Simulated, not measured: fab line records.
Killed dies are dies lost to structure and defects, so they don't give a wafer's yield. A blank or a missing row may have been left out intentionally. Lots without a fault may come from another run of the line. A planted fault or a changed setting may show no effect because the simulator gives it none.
Chamber matching ; flow nand_harc ; NHARC_THIN_TSV_DEP_47 on pecvd-01: 3 sister chambers
The step deposits SiO2, target thk 200 nm. 6 wafers are shown with their chamber, then 7 later ones without.

EACH WAFER AND ITS CHAMBER
wafer;chamber;throttle_valve_pct (%);flow_sccm (sccm)
L619.5;2;15.4;2668
L617.3;2;15.6;2657
L623.3;0;16.3;2651
L623.6;1;15.5;2635
L624.2;1;15.7;2648
L624.3;0;16.2;2646

WAFERS WITHOUT THEIR CHAMBER
wafer;throttle_valve_pct (%);flow_sccm (sccm)
L624.5;15.6;2659
L626.1;16.3;2650
L626.2;15.4;2648
L626.4;16.8;2647
L627.3;16.5;2652
L627.5;16.6;2645
L627.6;15.4;2655

WHICH CHAMBER EACH ONE RAN IN
wafer;from the rows above;in truth
L624.5;can't be placed: 2 or 1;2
L626.1;0;0
L626.2;can't be placed: 1 or 2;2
L626.4;0;0
L627.3;0;0
L627.5;0;0
L627.6;can't be placed: 2 or 1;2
Placed correctly: 4 of 7. Can't be placed from these rows: 3 (the true chamber is among the candidates in 3). Number placed wrongly: 0.
How it was worked out, from the rows above alone: a wafer's distance from a chamber is the root of the sum, over the readings, of the square of ((its reading less the chamber's mean) divided by the reading's scatter). The wafer belongs to the nearest chamber; if the next one is less than 2 further off, it can't be placed. A chamber's mean is the mean of its shown wafers. The scatter: the root of (the sum of the squares of (reading less its chamber's mean) over the shown wafers, divided by (wafers less chambers)).
